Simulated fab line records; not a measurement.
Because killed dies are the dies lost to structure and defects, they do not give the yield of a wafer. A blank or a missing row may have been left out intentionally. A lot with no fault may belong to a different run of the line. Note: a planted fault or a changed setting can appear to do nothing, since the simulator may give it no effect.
Split-lot experiment	flow n5Finfet	21 wafers read from 7 lots, route of 1938 steps

## ON THE SPLIT
At N5_BEOL_M6_COAT_63 (time 60 s, resist thk 60 nm), the setting spinRpm was moved away from the recipe's 1500 rpm on 3 of the 21 wafers read, by -10.5% to -4.0%. For the rest of the wafers, this setting stayed at what the recipe calls for.

## FROM THE SPLIT TO THE READING: what the file shows between them, 7 steps
- N5_BEOL_M6_COAT_64: time 60 s, resist thk 12 nm
- N5_BEOL_M6_COAT_71: time 60 s, resist thk 5 nm
- N5_BEOL_M6_ETCH_72: etches underlayer in N2/H2, target depth 6.5 nm, time 5.2 s
- N5_BEOL_M6_ETCH_65: etches SiARC in CF4, target depth 15.6 nm, time 26 s
- N5_BEOL_M6_ETCH_66: etches SOC in N2/H2, target depth 80 nm, overetch 16 nm, time 120 s
- N5_BEOL_M6_STRIP_69: strips in N2/H2
- N5_BEOL_M6_STRIP_73: strips in N2/H2

## THE READING
SOC_of_BEOL_M6_COAT_63.thkNm (the simulator's own value, which no gauge read), in nm, at N5_BEOL_M6_VIA_ETCH_34 (etches SiCOH lowk in C4F6/O2, target depth 126.3 nm, time 50.9 s). No usual value for it is given in the file. Across the 18 wafers here that went through the recipe, the average is 53.9 nm and the standard deviation 0.31 nm.

wafer	tool, chamber at the split	spinRpm as run, rpm	against the recipe	SOC_of_BEOL_M6_COAT_63.thkNm, nm	against lot-mates on the recipe
L075.2	lithoTrack-05, 0	1500	recipe	54.4	-
L075.3	lithoTrack-05, 0	1343	-10.5%	57.4	+3.0
L075.5	lithoTrack-05, 0	1343	-10.5%	57.2	+2.8
L080.1	lithoTrack-05, 0	1500	recipe	54.2	-
L080.5	lithoTrack-05, 0	1500	recipe	54.2	-
L080.3	lithoTrack-05, 0	1500	recipe	54.4	-
L084.1	lithoTrack-05, 0	1500	recipe	54	-
L084.4	lithoTrack-05, 0	1500	recipe	54	-
L084.5	lithoTrack-05, 0	1500	recipe	53.6	-
L091.1	lithoTrack-04, 0	1500	recipe	53.8	-
L091.3	lithoTrack-04, 0	1440	-4.0%	55	+1.1
L091.5	lithoTrack-04, 0	1500	recipe	54	-
L095.2	lithoTrack-05, 0	1500	recipe	54.2	-
L095.3	lithoTrack-05, 0	1500	recipe	54	-
L095.4	lithoTrack-05, 0	1500	recipe	54	-
L096.1	lithoTrack-05, 0	1500	recipe	53.4	-
L096.5	lithoTrack-05, 0	1500	recipe	53.4	-
L096.4	lithoTrack-05, 0	1500	recipe	54	-
L097.1	lithoTrack-05, 0	1500	recipe	53.4	-
L097.2	lithoTrack-05, 0	1500	recipe	53.8	-
L097.6	lithoTrack-05, 0	1500	recipe	54	-

FIT RESULTS
A straight line over all 21 wafers: SOC_of_BEOL_M6_COAT_63.thkNm changes by -0.319 nm for each +1% of spinRpm; r = -0.96; the points scatter about the line by 0.3 nm.
The same after taking each lot's own level away (the mean of its wafers on the recipe; 21 wafers): -0.277 nm for each +1%; r = -0.98; scatter 0.18 nm.
The reading moves by 2.9 nm for the largest change in spinRpm, on that fit.
The span of the lots' own levels, 53.60 to 54.40 nm, comes to 2.6 times the standard deviation stated above.
In other words, the slope is changed by the lot-to-lot level; the two fits disagree.
Check: with one of the wafers moved furthest among these (-10.5%) left out of the fit, the line predicts +2.81 nm for it against its lot-mates. Against them it came out at +3 nm.

## OTHER SPLITS ON THESE WAFERS
Note: prior to the reading, these wafers also went through further splits. Each is held against what the fit with the lots' levels taken away leaves over:
other split on the same wafers	wafers away from the commonest value	r with SOC_of_BEOL_M6_COAT_63.thkNm (lot level and that fit taken away)
N5_BEOL_M2_ETCH_69 biasW	7	+0.09
N5_BEOL_M3_SPUTTER_48 timeS	9	+0.22
N5_BEOL_M5_COAT_22 spinRpm	5	-0.04

## THE WHOLE CHAIN: every reading that the file lists as answering this split, in the file's order
step	what it does	reading	change (the file's fit)	r (the file's)
N5_BEOL_M6_COAT_63	time 60 s, resist thk 60 nm	SOC_of_BEOL_M6_COAT_63.thkNm (the simulator's own value, which no gauge read)	-0.322 nm for each +1% of the setting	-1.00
N5_BEOL_M6_ETCH_66	etches SOC in N2/H2, target depth 80 nm, overetch 16 nm, time 120 s	etch.depthNm (the simulator's own value, which no gauge read)	-0.324 nm for each +1% of the setting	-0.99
N5_BEOL_M6_VIA_ETCH_34	etches SiCOH lowk in C4F6/O2, target depth 126.3 nm, time 50.9 s	SOC_of_BEOL_M6_COAT_63.thkNm (the simulator's own value, which no gauge read)	-0.277 nm for each +1% of the setting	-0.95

## THE FILE'S OWN FIT
SOC_of_BEOL_M6_COAT_63.thkNm changes by -0.277 nm for each +1% of spinRpm, r = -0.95.
